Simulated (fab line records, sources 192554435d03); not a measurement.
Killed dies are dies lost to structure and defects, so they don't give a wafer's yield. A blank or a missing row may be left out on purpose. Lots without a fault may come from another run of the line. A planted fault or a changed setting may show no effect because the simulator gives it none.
One fault seen from 2 desks | flow n5_finfet | each desk has only its own numbers; what lay behind them comes last

THE METROLOGY DESK
What the gauges read, lot by lot, whatever tool the lot ran on: means of the sampled wafers that have a number. A lot is out of limits, marked OUT, if its mean lies more than 4 standard deviations from the usual mean; the brackets give that distance.
Columns: A = cd_nm at N5_BEOL_M7_CD_MEAS_18, usual 40.0 nm
lot  | first seen here | A
L382 | day 8 23:59     | 40.1
L383 | day 9 08:34     | 39.9
L385 | day 9 20:21     | 39.4
L386 | day 10 08:35    | 40.4
L394 | day 12 03:50    | 40.7
L396 | day 12 16:15    | 40.2
L395 | day 12 16:18    | 39.6
L400 | day 14 08:20    | 39.6
L402 | day 14 10:28    | 39.6
L403 | day 14 10:38    | 39.5
This desk's finding: nothing out of limits on any of the 10 lots.

THE TOOL OWNER'S DESK: rie_diel-01
The tool's own readings at N5_BEOL_M7_ETCH_41 (etches SiCN in CH3F/O2, target depth 31.9 nm, time 57.8 s): means of the sampled wafers that have a number, for each lot that ran on this tool. A lot is out of limits, marked OUT, if its mean lies more than 4 standard deviations from the usual mean; the brackets give that distance. Of its 8 readings 7 are shown: the one that was out of limits first, and those that lie furthest out on some lot.
Columns: A = CH3F_flow_sccm at N5_BEOL_M7_ETCH_41, usual 30.00 sccm; B = bias_w at N5_BEOL_M7_ETCH_41, usual 75.00 W; C = drypump_motor_current_A at N5_BEOL_M7_ETCH_41, usual 5.7 A; D = oes_product_au at N5_BEOL_M7_ETCH_41, usual 0.80 a.u.; E = rf_fwd_power_W at N5_BEOL_M7_ETCH_41, usual 391.5 W; F = rf_vpp_V at N5_BEOL_M7_ETCH_41, usual 297.3 V; G = throttle_valve_pct at N5_BEOL_M7_ETCH_41, usual 16.28 %
lot  | first seen here | A     | B               | C   | D    | E     | F                | G
L382 | day 9 02:11     | 29.96 | 75.18           | 5.5 | 0.88 | 391.7 | 298.0            | 16.09
L383 | day 9 10:20     | 29.94 | 75.09           | 5.5 | 0.89 | 390.4 | 296.5            | 16.07
L394 | day 12 04:37    | 29.87 | 71.57 (-16) OUT | 5.5 | 0.82 | 391.0 | 289.2 (-6.2) OUT | 16.13
L395 | day 12 21:04    | 29.99 | 71.54 (-16) OUT | 5.5 | 0.81 | 392.5 | 288.0 (-7.1) OUT | 16.15
This desk's finding: out of limits on L394, L395; first on L394, day 12 04:37 (bias_w at N5_BEOL_M7_ETCH_41). In limits: L382, L383.

PUT TOGETHER
The tool owner's desk could have raised an alarm at day 12 04:37, on L394, L395.
The metrology desk saw nothing out of limits.
The metrology desk has L394, L395 on record, within its limits.
Of the lots named, all ran N5_BEOL_M7_ETCH_41 on rie_diel-01.

WHAT THE SIMULATOR HAD PUT IN
Process parameter drift: rie_diel-01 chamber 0, from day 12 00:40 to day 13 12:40, at N5_BEOL_M7_ETCH_41. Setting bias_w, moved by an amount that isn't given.
Lots struck among those shown: L394, L395.
Hours from the fault's start to each desk's first reading out of limits: the tool owner's desk, 4.
